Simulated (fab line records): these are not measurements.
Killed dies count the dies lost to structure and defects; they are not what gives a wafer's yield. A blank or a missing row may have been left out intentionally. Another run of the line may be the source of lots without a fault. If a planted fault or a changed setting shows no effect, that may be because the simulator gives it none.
Chamber matching ; flow n5Finfet ; N5_MOL_CONTACT_COAG_ETCHBACK_132 on rieDiel-02 has 4 sister chambers
The step etches SiO2 in CHF3, target depth 10 nm, time 6.7 s. 8 wafers are shown with their chamber, then 7 later ones without.

## WAFERS, EACH WITH ITS CHAMBER
wafer;chamber;drypumpMotorCurrentA (A);throttleValvePct (%)
L081.1;0;5.2;18.20
L082.4;2;6.5;18.85
L082.6;0;5.3;18.20
L093.1;3;5.1;19.24
L093.4;1;5.5;18.97
L093.5;1;5.5;18.95
L094.2;3;5.1;19.23
L094.3;2;6.5;18.87

## WAFERS WHOSE CHAMBER IS MISSING
wafer;drypumpMotorCurrentA (A);throttleValvePct (%)
L094.4;5.5;18.97
L095.1;5.3;18.24
L095.3;6.5;18.90
L095.4;5.1;19.25
L097.1;5.2;18.24
L097.4;6.5;18.90
L097.5;5.5;18.98

## WHICH CHAMBER EACH ONE RAN IN
wafer;from the rows above;in truth
L094.4;1;1
L095.1;0;0
L095.3;2;2
L095.4;3;3
L097.1;0;0
L097.4;2;2
L097.5;1;1
Placed correctly: 7 of 7. Left unplaced by these rows: 0. Placed wrongly: 0.
How it was worked out, from the rows above alone: a wafer's distance from a chamber is the root of the sum, over the readings, of the square of ((its reading less the chamber's mean) divided by the reading's scatter). The wafer belongs to the nearest chamber; if the next one is less than 2 further off, it can't be placed. The mean given for a chamber averages the wafers shown for that chamber. The scatter: the root of (the sum of the squares of (reading less its chamber's mean) over the shown wafers, divided by (wafers less chambers)).
